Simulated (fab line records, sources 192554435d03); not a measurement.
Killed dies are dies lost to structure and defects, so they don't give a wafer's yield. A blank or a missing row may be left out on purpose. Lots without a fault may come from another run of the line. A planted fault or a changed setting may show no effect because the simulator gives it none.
Chamber matching | flow n5_finfet | N5_BEOL_M0_SAQP_ALD_48 on ald_sin-03: 4 sister chambers
The step deposits SiO2, target thk 20 nm, pulse time 1 s, co reactant pulse time 1 s. 8 wafers are shown with their chamber, then 8 later ones without.

WAFERS WITH THEIR CHAMBER
wafer  | chamber | heater_power_w (W) | precursor_pulse_height_rel
L083.1 | 1       | 89                 | 0.995
L083.6 | 2       | 77                 | 0.982
L086.2 | 3       | 73                 | 0.990
L086.6 | 0       | 84                 | 0.986
L088.1 | 0       | 85                 | 0.984
L088.2 | 3       | 71                 | 1.045
L088.3 | 2       | 77                 | 0.998
L088.4 | 1       | 93                 | 0.992

WAFERS WITHOUT THEIR CHAMBER
wafer  | heater_power_w (W) | precursor_pulse_height_rel
L088.5 | 71                 | 1.015
L088.6 | 81                 | 0.970
L091.1 | 89                 | 0.980
L091.3 | 74                 | 0.998
L091.5 | 94                 | 1.019
L097.3 | 83                 | 0.984
L097.5 | 84                 | 0.983
L097.6 | 77                 | 0.980

WHICH CHAMBER EACH WENT THROUGH
wafer  | from the rows above     | in truth
L088.5 | 3                       | 3
L088.6 | can't be placed: 0 or 2 | 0
L091.1 | can't be placed: 1 or 0 | 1
L091.3 | can't be placed: 3 or 2 | 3
L091.5 | 1                       | 1
L097.3 | 0                       | 0
L097.5 | 0                       | 0
L097.6 | 2                       | 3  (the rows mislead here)
Placed correctly: 4 of 8. Can't be placed from these rows: 3 (the true chamber is among the candidates in 3). Placed wrongly: 1.
How it was worked out, from the rows above alone: a wafer's distance from a chamber is the root of the sum, over the readings, of the square of ((its reading less the chamber's mean) divided by the reading's scatter). The wafer belongs to the nearest chamber; if the next one is less than 2 further off, it can't be placed. A chamber's mean is the mean of its shown wafers. The scatter: the root of (the sum of the squares of (reading less its chamber's mean) over the shown wafers, divided by (wafers less chambers)).
